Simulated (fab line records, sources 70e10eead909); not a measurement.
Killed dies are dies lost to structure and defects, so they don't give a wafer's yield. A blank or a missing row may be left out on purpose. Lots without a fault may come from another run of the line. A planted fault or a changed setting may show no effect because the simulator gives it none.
fab line records | flow nand_harc
record lots=5 wafers=15 last_day=32
route steps=1302 shown A_M1@1193 A_BONDPAD@1202
lots that met no fault: from a run of the same line without faults
start_h: hours from the record's first day to the start of the lot's first wafer shown | wait_h: hours since the lot's step before | " the same as in the row above | L1.1+2: a row that stands for several wafers | - no value, or no start given | * or withheld: withheld | < > ~ a bound
route shown NAME@n: a module of which the file shows steps, and the number in the route of the first | usual: mean/standard deviation of fault-free wafers | same: alike in all rows | chamber/n: place in a boat | sites: the reading at each site | _std_site: their standard deviation | _edge_site: outer sites' mean less inner sites' | radius_mm: how far each site lies from the wafer's centre | mask NAME#n: copy n | behind: the tool/chamber that last shaped the wafer | hold: why the lot was held/for how many hours/how that ended | device: the transistor (n, p or np) that didn't switch | end of line: the same wafers' tests at the end of the route | a step without rows: its recipe alone | killed: dies lost to structure and defects at the first sort, not the wafer's yield | map: a wafer's dies, x killed, . not, _ none there
set.NAME: the setting as run; set.NAME@STEP: as run at that earlier step | model.NAME: the simulator's own value behind a step, which no gauge read
lots at some steps of the route; a table a step, a row a wafer
services: from which hour (start_h, from the record's first day; less than 0 if before it) a tool's chamber was out of use, for how many hours, and why
## steps
# step NHARC_A_M1_ECD_22
# recipe target_thk_a=4000 bath_temp_c=25 material=Cu
# usual bath_temp_c=24.99/0.095
# columns lot.wafer tool chamber start_h wait_h bath_temp_c
L080.1 ecd_cu-01 0 592.79 - 25.03
L080.4 " 0 " " 25.01
L080.6 " 1 " " 24.84
L087.2 ecd_cu-01 1 641.35 - 24.86
L087.6 " 0 " " 24.89
L087.5 " 1 " " 24.94
L086.2 ecd_cu-02 0 643.45 - 25.08
L086.4 " 1 " " 25.06
L086.3 " 0 " " 25.14
L089.4 ecd_cu-01 0 660.44 - 25.21
L089.6 " 0 " " 25.13
L089.5 " 1 " " 25.06
L095.1 ecd_cu-01 1 736.05 - 24.93
L095.4 " 1 " " 24.90
L095.5 " 0 " " 25.07
# step NHARC_A_M1_ANNEAL_31
# recipe temp_c=225 time_s=90
# usual wafer_temp_C_max=226.02/0.3
# columns lot.wafer tool chamber start_h wait_h wafer_temp_C_max
L080.1 rtp_anneal-01 0 593.12 0.3 226.04
L080.4 " 0 " " 226.42
L080.6 " 0 " " 225.92
L087.2 rtp_anneal-01 0 641.73 - 225.81
L087.5 " 0 " " 225.75
L087.6 " 0 " " 225.87
L086.2 rtp_anneal-02 0 643.83 0.3 225.82
L086.3 " 0 " " 225.36
L086.4 " 0 " " 225.53
L089.4 rtp_anneal-02 0 660.87 0.4 225.85
L089.5 " 0 " " 225.64
L089.6 " 0 " " 225.60
L095.1 rtp_anneal-02 0 736.42 - 225.79
L095.4 " 0 " " 226.29
L095.5 " 0 " " 225.74
# step NHARC_A_M1_CMP_23
# recipe t_overpolish_s=20 target_thk_nm=154.34
# usual motor_current_A=12.3/1.2 time_to_endpoint_s=29/3.7
# columns lot.wafer tool chamber start_h wait_h motor_current_A time_to_endpoint_s
L080.4 cmp-02 3 593.49 - 13.3 32
L080.1 " 0 " " 11.0 23
L080.6 " 0 " " 11.3 24
L087.2 cmp-04 2 642.05 - 12.8 29
L087.5 " 1 " " 12.8 26
L087.6 " 2 " " 12.3 29
L086.3 cmp-03 2 644.12 - 10.1 32
L086.2 " 0 " " 14.1 30
L086.4 " 1 " " 13.5 29
L089.4 cmp-02 2 661.06 - 10.5 36
L089.5 " 2 " " 11.1 33
L089.6 " 3 " " 13.2 32
L095.4 cmp-04 0 736.77 - 13.1 29
L095.1 " 1 " " 12.1 24
L095.5 " 1 " " 12.3 23
# step NHARC_A_M1_THK_MEAS_24
# recipe thk_meas_gauge=xrf
# usual thk_nm=154.7/1.9
# columns lot.wafer tool chamber start_h wait_h thk_nm
L080.1 film_metro-02 - 593.81 - 151.4
L080.4 " - " " 157.2
L080.6 " - " " 153.5
L087.2 film_metro-02 - 642.34 - 152.4
L087.5 " - " " 153.1
L087.6 " - " " 152.5
L086.2 film_metro-02 - 644.43 - 153.9
L086.3 " - " " 157.5
L086.4 " - " " 156.8
L089.4 film_metro-02 - 661.37 - 156.9
L089.5 " - " " 157.4
L089.6 " - " " 159.1
L095.1 film_metro-01 - 737.08 - 153.1
L095.4 " - " " 156.1
L095.5 " - " " 154.2
# step NHARC_A_M1_SRD_25
# columns lot.wafer tool chamber start_h wait_h
L080.4+6+1 wet_bench-10 0,3,5 593.85 0.0
L087.6+2+5 wet_bench-08 2,3,5 642.39 0.0
L086.2+4+3 wet_bench-10 6,7,1 644.48 0.0
L089.5+6+4 wet_bench-10 2,4,7 661.41 0.0
L095.1+5+4 wet_bench-08 0,2,5 737.12 0.0
# step NHARC_A_M1_INSPECT_27
# usual raw_defect_count=526/110
# columns lot.wafer tool chamber start_h wait_h raw_defect_count
L080.1 defect_inspect-02 - 593.96 0.0 1002
L080.4 " - " " 677
L080.6 " - " " 832
L087.2 defect_inspect-01 - 642.50 0.0 600
L087.5 " - " " 636
L087.6 " - " " 547
L086.2 defect_inspect-02 - 644.61 0.1 376
L086.3 " - " " 355
L086.4 " - " " 324
L089.4 defect_inspect-02 - 661.53 0.0 442
L089.5 " - " " 592
L089.6 " - " " 586
L095.1 defect_inspect-02 - 737.24 0.0 573
L095.4 " - " " 418
L095.5 " - " " 552
# step NHARC_A_M1_PRE_CLEAN_32
# recipe time_s=12 temp_c=370 rf_power_w=300 gas=NH3
# usual heater_power_w=646/69 susceptor_temp_C=369.96/0.22
# columns lot.wafer tool chamber start_h wait_h heater_power_w susceptor_temp_C
L080.1 pecvd-04 1 594.03 0.1 592 369.93
L080.6 " 1 " " 595 370.08
L080.4 " 0 " " 575 369.96
L087.2 pecvd-03 1 642.59 0.1 701 369.70
L087.6 " 2 " " 551 370.10
L087.5 " 1 " " 706 370.05
L086.2 pecvd-01 0 644.68 0.1 757 370.17
L086.3 " 1 " " 749 369.86
L086.4 " 0 " " 745 369.67
L089.5 pecvd-04 1 661.64 0.1 504 369.79
L089.4 " 2 " " 671 370.12
L089.6 " 0 " " 656 369.90
L095.1 pecvd-04 1 737.33 0.1 576 369.79
L095.5 " 0 " " 601 369.91
L095.4 " 1 " " 576 369.67
# step NHARC_A_M1_DEP_33
# recipe target_thk_a=300 temp_c=370 target_thk_nm=30 pressure_torr=3 flow_sccm=200 rf_w=450 material=SiCN
# usual heater_power_w=596/68 susceptor_temp_C=370.01/0.21
# columns lot.wafer tool chamber start_h wait_h heater_power_w susceptor_temp_C
L080.1 pecvd-04 1 594.11 0.1 532 369.98
L080.6 " 1 " " 531 369.85
L080.4 " 0 " " 556 370.35
L087.2 pecvd-03 1 642.73 0.1 550 369.81
L087.6 " 2 " " 459 369.94
L087.5 " 1 " " 560 370.26
L086.2 pecvd-01 0 644.76 0.1 705 370.00
L086.3 " 1 " " 678 369.97
L086.4 " 0 " " 690 369.95
L089.5 pecvd-04 1 661.81 0.2 504 370.27
L089.4 " 2 " " 536 370.18
L089.6 " 0 " " 546 370.04
L095.1 pecvd-04 1 737.47 0.1 531 369.85
L095.5 " 0 " " 625 369.92
L095.4 " 1 " " 528 370.37
# step NHARC_A_BONDPAD_DEP_00
# recipe target_thk_a=2500 temp_c=370 target_thk_nm=250 pressure_torr=3 flow_sccm=200 rf_w=450 material=SiCN
# usual heater_power_w=590/75 susceptor_temp_C=369.99/0.19
# columns lot.wafer tool chamber start_h wait_h heater_power_w susceptor_temp_C
L080.1 pecvd-01 2 594.75 - 569 369.94
L080.6 " 0 " " 614 369.77
L080.4 " 1 " " 629 369.58
L087.2 pecvd-02 0 643.24 - 414 370.13
L087.6 " 2 " " 648 370.11
L087.5 " 0 " " 439 370.16
L086.2 pecvd-02 0 645.31 - 468 369.89
L086.3 " 1 " " 609 369.96
L086.4 " 0 " " 459 369.72
L089.4 pecvd-02 1 662.37 - 590 369.86
L089.5 " 2 " " 616 370.00
L089.6 " 0 " " 438 369.81
L095.1 pecvd-04 2 - - 625 369.87
L095.4 " 0 " " 657 370.22
L095.5 " 1 " " 561 369.92
# step NHARC_A_BONDPAD_CMP_29
# recipe target_thk_nm=200 material=SiCN
# usual motor_current_A=12.6/1.1
# columns lot.wafer tool chamber start_h wait_h motor_current_A
L080.1 cmp-04 3 595.09 - 12.4
L080.4 " 0 " " 12.8
L080.6 " 2 " " 12.7
L087.2 cmp-01 0 643.67 - 11.4
L087.6 " 1 " " 14.6
L087.5 " 2 " " 13.0
L086.3 cmp-04 0 645.74 - 12.1
L086.4 " 1 " " 11.7
L086.2 " 2 " " 11.8
L089.4 cmp-04 2 662.64 - 12.5
L089.6 " 2 " " 12.2
L089.5 " 3 " " 13.1
L095.1 cmp-04 2 738.39 - 12.4
L095.4 " 3 " " 14.0
L095.5 " 1 " " 12.8
# step NHARC_A_BONDPAD_THK_MEAS_30
# recipe thk_meas_gauge=ellipsometry
# usual thk_nm=200.0/1.6
# columns lot.wafer tool chamber start_h wait_h thk_nm
L080.1 film_metro-01 - 595.32 0.2 200.8
L080.4 " - " " 201.4
L080.6 " - " " 199.8
L087.2 film_metro-02 - 643.85 0.2 197.3
L087.5 " - " " 198.7
L087.6 " - " " 200.1
L086.2 film_metro-01 - 645.97 0.2 201.7
L086.3 " - " " 200.7
L086.4 " - " " 200.6
L089.4 film_metro-01 - 662.89 0.2 198.7
L089.5 " - " " 199.4
L089.6 " - " " 201.0
L095.1 film_metro-02 - 738.59 0.2 200.7
L095.4 " - " " 199.1
L095.5 " - " " 196.6
# step NHARC_A_BONDPAD_SRD_31
# columns lot.wafer tool chamber start_h wait_h
L080.6+4+1 wet_bench-10 1,2,3 595.37 0.0
L087.5+2+6 wet_bench-10 5,6,1 643.89 0.0
L086.4+2+3 wet_bench-08 0,1,3 646.02 0.0
L089.4+5+6 wet_bench-08 5,7,2 662.93 0.0
L095.1+4+5 wet_bench-10 5,6,2 738.63 0.0
# step NHARC_A_BONDPAD_DEHYDRATE_01
# recipe temp_c=150 time_s=120
# columns lot.wafer tool chamber start_h wait_h
L080.1+4+6 litho_track-03 0 595.44 0.1
L087.2+5+6 litho_track-07 0 643.97 0.1
L086.2+3+4 litho_track-02 0 646.09 0.1
L089.4+5+6 litho_track-07 0 663.02 0.1
L095.1+4+5 litho_track-07 0 738.72 0.1
# step NHARC_A_BONDPAD_HMDS_02
# recipe time_s=30
# columns lot.wafer tool chamber start_h wait_h
L080.1+4+6 litho_track-03 0 - -
L087.2+5+6 litho_track-07 0 - -
L086.2+3+4 litho_track-02 0 - -
L089.4+5+6 litho_track-07 0 - -
L095.1+4+5 litho_track-07 0 - -
# step NHARC_A_BONDPAD_COAT_33
# recipe temp_c=200 time_s=65
# columns lot.wafer tool chamber start_h wait_h
L080.1+4+6 litho_track-03 0 - -
L087.2+5+6 litho_track-07 0 - -
L086.2+3+4 litho_track-02 0 - -
L089.4+5+6 litho_track-07 0 - -
L095.1+4+5 litho_track-07 0 - -
# step NHARC_A_BONDPAD_COAT_03
# recipe spin_rpm=2000 resist_thk_nm=600
# columns lot.wafer tool chamber start_h wait_h
L080.1+4+6 litho_track-03 0 - -
L087.2+5+6 litho_track-07 0 - -
L086.2+3+4 litho_track-02 0 - -
L089.4+5+6 litho_track-07 0 - -
L095.1+4+5 litho_track-07 0 - -
# step NHARC_A_BONDPAD_SOFTBAKE_04
# recipe temp_c=125 time_s=70
# columns lot.wafer tool chamber start_h wait_h
L080.1+4+6 litho_track-03 0 - -
L087.2+5+6 litho_track-07 0 - -
L086.2+3+4 litho_track-02 0 - -
L089.4+5+6 litho_track-07 0 - -
L095.1+4+5 litho_track-07 0 - -
# step NHARC_A_BONDPAD_EBR_05
# columns lot.wafer tool chamber start_h wait_h
L080.1+4+6 litho_track-03 0 - -
L087.2+5+6 litho_track-07 0 - -
L086.2+3+4 litho_track-02 0 - -
L089.4+5+6 litho_track-07 0 - -
L095.1+4+5 litho_track-07 0 - -
# step NHARC_A_BONDPAD_EXPOSE_06
# recipe na=0.55 dose_mj=36.99 mask_id=A_BPAD
# columns lot.wafer tool chamber start_h wait_h mask
L080.1+4+6 krf_scanner-04 0 595.73 - A_BPAD#0
L087.2+5+6 krf_scanner-04 0 644.26 - A_BPAD#0
L086.2+3+4 krf_scanner-03 0 646.39 - A_BPAD#0
L089.4+5+6 krf_scanner-04 0 663.32 - A_BPAD#0
L095.1+4+5 krf_scanner-04 0 738.88 - A_BPAD#0
# step NHARC_A_BONDPAD_PEB_07
# recipe peb_temp_c=128 peb_time_s=80
# columns lot.wafer tool chamber start_h wait_h
L080.1+4+6 litho_track-03 0 595.80 0.1
L087.2+5+6 litho_track-07 0 644.33 0.1
L086.2+3+4 litho_track-02 0 646.45 0.1
L089.4+5+6 litho_track-02 0 663.37 0.0
L095.1+4+5 litho_track-03 0 738.95 0.1
# step NHARC_A_BONDPAD_DEVELOP_08
# recipe time_s=50 dev_temp_c=22
# columns lot.wafer tool chamber start_h wait_h
L080.1+4+6 litho_track-03 0 - -
L087.2+5+6 litho_track-07 0 - -
L086.2+3+4 litho_track-02 0 - -
L089.4+5+6 litho_track-02 0 - -
L095.1+4+5 litho_track-03 0 - -
# step NHARC_A_BONDPAD_CD_MEAS_09
# recipe target_cd_nm=500 landing_energy_ev=500
# usual cd_nm=501/3.5
# columns lot.wafer tool chamber start_h wait_h cd_nm
L080.1 cd_sem-03 0 595.89 - 503
L080.4 " 0 " " 507
L080.6 " 0 " " 504
L087.2 cd_sem-01 0 644.41 - 498
L087.5 " 0 " " 498
L087.6 " 0 " " 503
L086.2 cd_sem-03 0 646.53 - 496
L086.3 " 0 " " 496
L086.4 " 0 " " 498
L089.4 cd_sem-01 0 663.46 - 497
L089.5 " 0 " " 496
L089.6 " 0 " " 496
L095.1 cd_sem-02 0 739.03 - 507
L095.4 " 0 " " 501
L095.5 " 0 " " 503
# step NHARC_A_BONDPAD_OVL_MEAS_35
# usual overlay_x_nm=1/6.3 overlay_y_nm=-1/5.3
# columns lot.wafer tool chamber start_h wait_h overlay_x_nm overlay_y_nm
L080.1 overlay-02 - 595.98 - -7 -5
L080.4 " - " " -6 -5
L080.6 " - " " -7 -5
L087.2 overlay-01 - 644.50 - 0 -3
L087.5 " - " " 1 -3
L087.6 " - " " 0 -3
L086.2 overlay-01 - 646.62 - 0 3
L086.3 " - " " 0 4
L086.4 " - " " -1 4
L089.4 overlay-01 - 663.55 - -6 2
L089.5 " - " " -7 3
L089.6 " - " " -7 3
L095.1 overlay-02 - 739.12 - 3 -4
L095.4 " - " " 3 -4
L095.5 " - " " 3 -3
# step NHARC_A_BONDPAD_HARDBAKE_10
# recipe temp_c=118 time_s=65
# columns lot.wafer tool chamber start_h wait_h
L080.1+4+6 litho_track-03 0 596.02 0.0
L087.2+5+6 litho_track-02 0 644.55 0.0
L086.2+3+4 litho_track-02 0 646.67 0.0
L089.4+5+6 litho_track-03 0 663.60 0.1
L095.1+4+5 litho_track-03 0 739.17 0.0
# step NHARC_A_BONDPAD_DESCUM_11
# recipe time_s=3 o2_flow_sccm=200 ar_flow_sccm=0 bias_power_w=0 chemistry=O2
# usual chamber_pressure_mTorr=60.00/0.057 drypump_motor_current_A=5.7/0.32 oes_product_au=0.996/0.012 rf_vpp_V=57.6/0.85 showerhead_plenum_p_Torr=1.86/0.059 throttle_valve_pct=11.313/0.0095
# columns lot.wafer tool chamber start_h wait_h chamber_pressure_mTorr drypump_motor_current_A oes_product_au rf_hours_counter_h rf_vpp_V showerhead_plenum_p_Torr throttle_valve_pct
L080.1 rie_diel-06 1 596.10 - 59.96 5.3 0.994 3 57.7 1.81 11.312
L080.4 " 0 " " 59.98 5.9 1.002 1 57.8 1.86 11.325
L080.6 " 2 " " 59.92 5.4 1.002 - 56.8 1.95 11.322
L087.2 rie_diel-06 3 644.65 - 60.04 5.4 1.007 4 56.8 1.82 11.315
L087.5 " 0 " " 59.96 5.9 0.994 - 57.8 1.86 11.310
L087.6 " 1 " " 60.07 5.4 0.979 - 55.9 1.80 11.315
L086.3 rie_diel-08 0 646.75 - 60.12 6.1 0.988 16 59.3 1.92 11.322
L086.2 " 1 " " 60.02 6.1 1.000 17 57.5 1.91 11.305
L086.4 " 0 " " 59.94 6.0 1.000 - 58.6 1.92 11.311
L089.4 rie_diel-05 0 663.70 - 59.96 5.4 1.005 30 58.7 1.84 11.307
L089.6 " 1 " " 59.94 6.0 0.985 - 56.9 1.77 11.310
L089.5 " 2 " " 60.07 6.1 1.006 - 57.2 1.87 11.331
L095.1 rie_diel-06 1 739.25 - 60.01 5.3 0.989 1 56.2 1.80 11.316
L095.4 " 2 " " 60.07 5.4 0.977 2 57.1 1.95 11.329
L095.5 " 0 " " 60.06 5.9 0.970 - 56.6 1.86 11.318
# step NHARC_A_BONDPAD_ETCH_34
# recipe target_depth_a=600 overetch_a=180 time_s=65.91 ion_energy_ev=200 n2_flow_sccm=150 h2_flow_sccm=150 ar_flow_sccm=0 rf_w=400 bias_w=150 chemistry=N2/H2
# usual chamber_pressure_mTorr=29.996/0.027 drypump_motor_current_A=5.7/0.31 oes_product_au=0.996/0.012 rf_vpp_V=428.8/1.9 showerhead_plenum_p_Torr=1.98/0.065 throttle_valve_pct=14.170/0.0098
# columns lot.wafer tool chamber start_h wait_h chamber_pressure_mTorr drypump_motor_current_A oes_product_au rf_hours_counter_h rf_vpp_V showerhead_plenum_p_Torr throttle_valve_pct
L080.4 rie_diel-06 1 596.19 0.1 29.996 5.4 0.991 3 427.2 1.92 14.169
L080.1 " 3 " " 30.006 5.4 1.002 3 427.9 1.93 14.178
L080.6 " 0 " " 30.018 5.9 0.996 - 427.9 1.98 14.177
L087.2 rie_diel-06 3 644.71 0.1 30.009 5.4 1.006 4 426.3 1.93 14.172
L087.5 " 3 " " 29.968 5.4 1.021 - 426.1 1.93 14.149
L087.6 " 0 " " 29.972 5.8 1.002 - 429.4 1.98 14.176
L086.3 rie_diel-08 1 646.85 0.1 30.030 6.0 0.998 17 430.1 2.04 14.173
L086.2 " 2 " " 29.947 6.4 0.976 20 432.3 2.07 14.176
L086.4 " 0 " " 30.025 6.0 0.997 - 430.5 2.05 14.178
L089.4 rie_diel-05 2 663.77 0.1 29.983 6.1 1.027 24 428.3 1.99 14.163
L089.5 " 0 " " 29.983 5.4 1.009 - 428.5 1.96 14.174
L089.6 " 1 " " 30.033 6.0 0.984 - 426.9 1.88 14.169
L095.4 rie_diel-06 1 739.34 0.1 30.031 5.4 0.991 1 427.5 1.92 14.178
L095.1 " 2 " " 30.007 5.4 0.991 2 430.8 2.08 14.173
L095.5 " 3 " " 30.007 5.4 1.022 - 427.5 1.93 14.175
# step NHARC_A_BONDPAD_ETCH_12
# recipe target_depth_a=2200 time_s=110 chf3_flow_sccm=50 o2_flow_sccm=10 ar_flow_sccm=200 rf_w=500 bias_w=200 chemistry=CHF3/O2
# usual chamber_pressure_mTorr=24.997/0.019 drypump_motor_current_A=5.7/0.31 oes_product_au=0.938/0.023 rf_vpp_V=369.2/1.8 showerhead_plenum_p_Torr=2.34/0.071 throttle_valve_pct=20.572/0.0092
# columns lot.wafer tool chamber start_h wait_h chamber_pressure_mTorr drypump_motor_current_A oes_product_au rf_hours_counter_h rf_vpp_V showerhead_plenum_p_Torr throttle_valve_pct
L080.4 rie_diel-06 1 - - 24.985 5.4 0.944 3 367.8 2.27 20.563
L080.1 " 2 " " 24.999 5.4 0.960 3 371.5 2.45 20.562
L080.6 " 0 " " 25.004 5.8 0.962 - 370.0 2.33 20.579
L087.2 rie_diel-06 3 - - 25.016 5.4 0.936 4 368.0 2.28 20.577
L087.5 " 2 " " 24.983 5.4 0.938 - 371.7 2.44 20.563
L087.6 " 3 " " 24.986 5.4 0.937 - 366.0 2.28 20.568
L086.3 rie_diel-08 1 - - 25.056 6.0 0.919 17 370.5 2.40 20.541
L086.2 " 0 " " 24.998 6.0 0.925 17 369.9 2.41 20.569
L086.4 " 2 " " 24.997 6.3 0.913 - 371.5 2.43 20.563
L089.4 rie_diel-05 0 - - 25.024 5.4 0.996 30 368.1 2.31 20.566
L089.5 " 3 " " 24.992 5.8 0.914 - 367.6 2.29 20.576
L089.6 " 0 " " 25.023 5.4 0.997 - 369.3 2.31 20.581
L095.1 rie_diel-06 3 - - 25.010 5.4 0.992 2 367.3 2.28 20.564
L095.4 " 0 " " 24.963 5.9 0.947 2 368.6 2.33 20.592
L095.5 " 3 " " 24.966 5.4 0.995 - 367.5 2.28 20.565
# step NHARC_A_BONDPAD_CD_MEAS_13
# usual cd_nm=500/3.7
# columns lot.wafer tool chamber start_h wait_h cd_nm
L080.1 cd_sem-01 - 596.42 - 502
L080.4 " - " " 506
L080.6 " - " " 502
L087.2 cd_sem-02 - 644.94 - 498
L087.5 " - " " 497
L087.6 " - " " 502
L086.2 cd_sem-03 - 647.11 - 495
L086.3 " - " " 494
L086.4 " - " " 496
L089.4 cd_sem-02 - 663.99 - 497
L089.5 " - " " 496
L089.6 " - " " 497
L095.1 cd_sem-03 - 739.56 - 508
L095.4 " - " " 501
L095.5 " - " " 504
# step NHARC_A_BONDPAD_STRIP_15
# recipe o2_flow_sccm=500 ar_flow_sccm=0 bias_w=0 chemistry=O2
# usual chamber_pressure_mTorr=60.01/0.065 drypump_motor_current_A=5.7/0.33 oes_product_au=0.995/0.014 rf_vpp_V=57.6/0.79 showerhead_plenum_p_Torr=3.45/0.1 throttle_valve_pct=17.037/0.0089
# columns lot.wafer tool chamber start_h wait_h chamber_pressure_mTorr drypump_motor_current_A oes_product_au rf_hours_counter_h rf_vpp_V showerhead_plenum_p_Torr throttle_valve_pct
L080.4 rie_diel-08 3 596.49 0.1 59.98 5.7 1.004 9 57.3 3.31 17.028
L080.1 " 1 " " 59.97 6.1 0.988 8 58.2 3.53 17.041
L080.6 " 3 " " 59.97 5.7 0.988 - 57.8 3.31 17.042
L087.2 rie_diel-06 2 645.03 0.1 60.03 5.4 1.002 4 58.0 3.59 17.033
L087.5 " 2 " " 59.96 5.4 1.012 - 58.5 3.59 17.036
L087.6 " 3 " " 60.00 5.4 1.005 - 57.9 3.36 17.045
L086.3 rie_diel-08 2 647.18 0.1 59.96 6.3 0.973 20 59.1 3.57 17.056
L086.2 " 1 " " 59.98 6.1 0.987 17 57.5 3.52 17.053
L086.4 " 0 " " 59.97 6.1 0.996 - 58.4 3.54 17.035
L089.4 rie_diel-08 0 664.09 0.1 60.03 6.1 0.993 21 58.7 3.54 17.029
L089.6 " 2 " " 59.93 6.3 0.979 - 58.5 3.57 17.030
L089.5 " 3 " " 60.02 5.6 1.007 - 56.7 3.30 17.040
L095.4 rie_diel-08 3 739.64 0.1 60.02 5.6 0.984 1 55.8 3.30 17.043
L095.1 " 2 " " 60.01 6.3 0.990 1 57.7 3.57 17.046
L095.5 " 3 " " 59.88 5.6 1.004 - 57.8 3.30 17.032
# step NHARC_A_BONDPAD_ETCH_24
# recipe target_depth_a=300 over_etch_frac=0.3 time_s=72.99 ion_energy_ev=150 cf4_flow_sccm=50 n2_flow_sccm=100 ar_flow_sccm=150 rf_w=300 bias_w=100 chemistry=CF4/N2
# usual chamber_pressure_mTorr=30.000/0.027 drypump_motor_current_A=5.8/0.33 oes_product_au=0.994/0.014 rf_vpp_V=313.3/1.6 showerhead_plenum_p_Torr=2.57/0.076 throttle_valve_pct=19.794/0.01
# columns lot.wafer tool chamber start_h wait_h chamber_pressure_mTorr drypump_motor_current_A oes_product_au rf_hours_counter_h rf_vpp_V showerhead_plenum_p_Torr throttle_valve_pct
L080.1 rie_diel-08 1 - - 29.992 6.0 0.998 8 313.9 2.62 19.787
L080.4 " 2 " " 29.998 6.3 0.995 9 314.7 2.66 19.800
L080.6 " 0 " " 30.009 6.0 1.004 - 314.5 2.64 19.778
L087.2 rie_diel-06 0 - - 30.011 5.9 1.003 3 312.2 2.55 19.798
L087.5 " 0 " " 29.996 5.9 0.998 - 312.0 2.55 19.788
L087.6 " 1 " " 29.997 5.4 0.982 - 310.0 2.48 19.800
L086.2 rie_diel-08 2 647.37 0.1 30.024 6.3 0.980 20 313.7 2.66 19.797
L086.3 " 0 " " 30.043 6.1 1.009 17 314.4 2.63 19.788
L086.4 " 0 " " 30.002 6.0 1.007 - 312.7 2.63 19.805
L089.4 rie_diel-08 3 - - 30.005 5.6 1.006 21 312.0 2.46 19.790
L089.5 " 1 " " 29.985 6.0 0.992 - 313.3 2.62 19.786
L089.6 " 2 " " 30.051 6.4 0.989 - 315.7 2.66 19.780
L095.1 rie_diel-08 0 - - 30.027 6.1 0.996 1 312.9 2.63 19.789
L095.4 " 3 " " 29.969 5.6 0.993 1 311.9 2.45 19.801
L095.5 " 0 " " 29.956 6.1 1.004 - 315.3 2.63 19.802
# step NHARC_A_BONDPAD_STRIP_16
# recipe time_s=600 temp_c=30 chemistry=post_etch_residue_remover
# columns lot.wafer tool chamber start_h wait_h
L080.1+4+6 wet_bench-10 2,6,7 596.77 -
L087.6+2+5 wet_bench-08 5,7,0 645.30 -
L086.2+3+4 wet_bench-10 0,3,4 647.51 -
L089.5+6+4 wet_bench-08 6,7,0 664.35 -
L095.1+5+4 wet_bench-08 1,3,4 739.92 -
# step NHARC_A_BONDPAD_DEGAS_25
# recipe temp_c=300 time_s=60
# usual heater_power_w=474/43 susceptor_temp_C=300.00/0.17
# columns lot.wafer tool chamber start_h wait_h heater_power_w susceptor_temp_C
L080.4 pvd_sputter-02 - 597.05 - 467 299.99
L080.1 " - " " 429 299.97
L080.6 " - " " 417 300.03
L087.2 pvd_sputter-03 - 645.59 - 443 300.14
L087.5 " - " " 406 300.22
L087.6 " - " " 462 300.03
L086.3 pvd_sputter-01 - 647.78 - 541 299.89
L086.4 " - " " 520 300.26
L086.2 " - " " 482 300.06
L089.4 pvd_sputter-02 - 664.63 - 539 299.81
L089.6 " - " " 436 299.81
L089.5 " - " " 507 300.28
L095.4 pvd_sputter-01 - 740.18 - 539 299.91
L095.1 " - " " 446 300.22
L095.5 " - " " 449 299.74
# step NHARC_A_BONDPAD_PRE_CLEAN_26
# recipe time_s=30 temp_c=280 gas=H2/He
# usual heater_power_w=420/39 susceptor_temp_C=280.02/0.21
# columns lot.wafer tool chamber start_h wait_h heater_power_w susceptor_temp_C
L080.1 pvd_sputter-02 - - - 408 280.28
L080.4 " - " " 371 280.41
L080.6 " - " " 416 279.97
L087.2 pvd_sputter-03 - - - 412 280.05
L087.5 " - " " 369 280.08
L087.6 " - " " 400 279.76
L086.2 pvd_sputter-01 - - - 450 280.13
L086.4 " - " " 481 280.00
L086.3 " - " " 395 279.78
L089.4 pvd_sputter-02 - - - 378 279.91
L089.6 " - " " 380 279.99
L089.5 " - " " 455 280.12
L095.4 pvd_sputter-01 - - - 439 279.68
L095.1 " - " " 394 279.67
L095.5 " - " " 437 279.86
# step NHARC_A_BONDPAD_PVD_17
# recipe target_thk_a=50 bias_v=168.6 power_w=15000 chamber_pressure_pa=0.12 time_s=8.06 substrate_temp_c=50 material=TaN
# usual throttle_valve_pct=30.1/0.93
# columns lot.wafer tool chamber start_h wait_h throttle_valve_pct
L080.4 pvd_sputter-02 - - - 28.9
L080.1 " - " " 29.5
L080.6 " - " " 28.9
L087.2 pvd_sputter-03 - - - 30.6
L087.6 " - " " 30.3
L087.5 " - " " 30.8
L086.3 pvd_sputter-01 - - - 29.1
L086.2 " - " " 30.1
L086.4 " - " " 30.8
L089.4 pvd_sputter-02 - - - 29.0
L089.6 " - " " 29.2
L089.5 " - " " 31.5
L095.4 pvd_sputter-01 - - - 29.4
L095.1 " - " " 30.5
L095.5 " - " " 30.7
# step NHARC_A_BONDPAD_PVD_27
# recipe target_thk_a=300 chamber_pressure_pa=5 power_w=5000 substrate_temp_c=30 time_s=20.49 material=Cu
# usual throttle_valve_pct=30.1/0.99
# columns lot.wafer tool chamber start_h wait_h throttle_valve_pct
L080.4 pvd_sputter-02 - - - 28.6
L080.1 " - " " 31.3
L080.6 " - " " 28.5
L087.2 pvd_sputter-03 - - - 28.8
L087.5 " - " " 30.8
L087.6 " - " " 28.5
L086.2 pvd_sputter-01 - - - 30.8
L086.4 " - " " 30.8
L086.3 " - " " 30.3
L089.4 pvd_sputter-02 - - - 30.2
L089.5 " - " " 29.2
L089.6 " - " " 31.7
L095.1 pvd_sputter-01 - - - 30.6
L095.4 " - " " 30.8
L095.5 " - " " 31.1
# step NHARC_A_BONDPAD_ECD_18
# recipe target_thk_a=4000 bath_temp_c=25 material=Cu
# usual bath_temp_c=25.00/0.11
# columns lot.wafer tool chamber start_h wait_h bath_temp_c
L080.1 ecd_cu-01 0 597.46 - 24.93
L080.4 " 0 " " 24.93
L080.6 " 0 " " 24.89
L087.2 ecd_cu-02 1 645.98 - 25.00
L087.5 " 0 " " 24.91
L087.6 " 1 " " 24.96
L086.2 ecd_cu-01 0 648.14 - 25.06
L086.4 " 0 " " 25.01
L086.3 " 1 " " 25.08
L089.4 ecd_cu-02 0 665.13 - 24.92
L089.6 " 1 " " 25.18
L089.5 " 0 " " 25.00
L095.1 ecd_cu-02 0 740.59 - 25.02
L095.4 " 0 " " 24.94
L095.5 " 0 " " 24.87
## services
# columns tool chamber start_h hours kind
litho_track-02 - 577.00 7.0 pm
rie_diel-08 0 578.58 4.5 repair
pvd_sputter-01 - 588.40 10.0 pm
pvd_sputter-02 - 600.29 7.4 repair
litho_track-07 - 601.00 7.0 pm
cmp-04 - 602.72 4.0 pm
pvd_sputter-01 - 603.30 0.6 repair
rie_diel-06 1 606.83 10.3 repair
litho_track-03 - 625.00 7.0 pm
pvd_sputter-01 - 631.36 3.2 repair
pecvd-04 - 631.37 13.0 pm
rie_diel-08 3 639.83 13.3 repair
pvd_sputter-02 - 644.25 4.9 repair
wet_bench-08 - 646.42 8.0 pm
rie_diel-08 3 656.70 1.3 repair
rie_diel-06 - 661.20 9.0 pm
wet_bench-10 - 663.20 8.0 pm
rie_diel-08 1 679.84 5.6 repair
rie_diel-08 2 682.15 12.8 repair
rie_diel-06 1 687.29 8.6 repair
rie_diel-06 1 696.92 12.9 repair
rie_diel-06 2 698.37 15.2 repair
rie_diel-08 - 721.97 9.0 pm
rie_diel-06 2 734.48 2.9 repair
## key
fault none
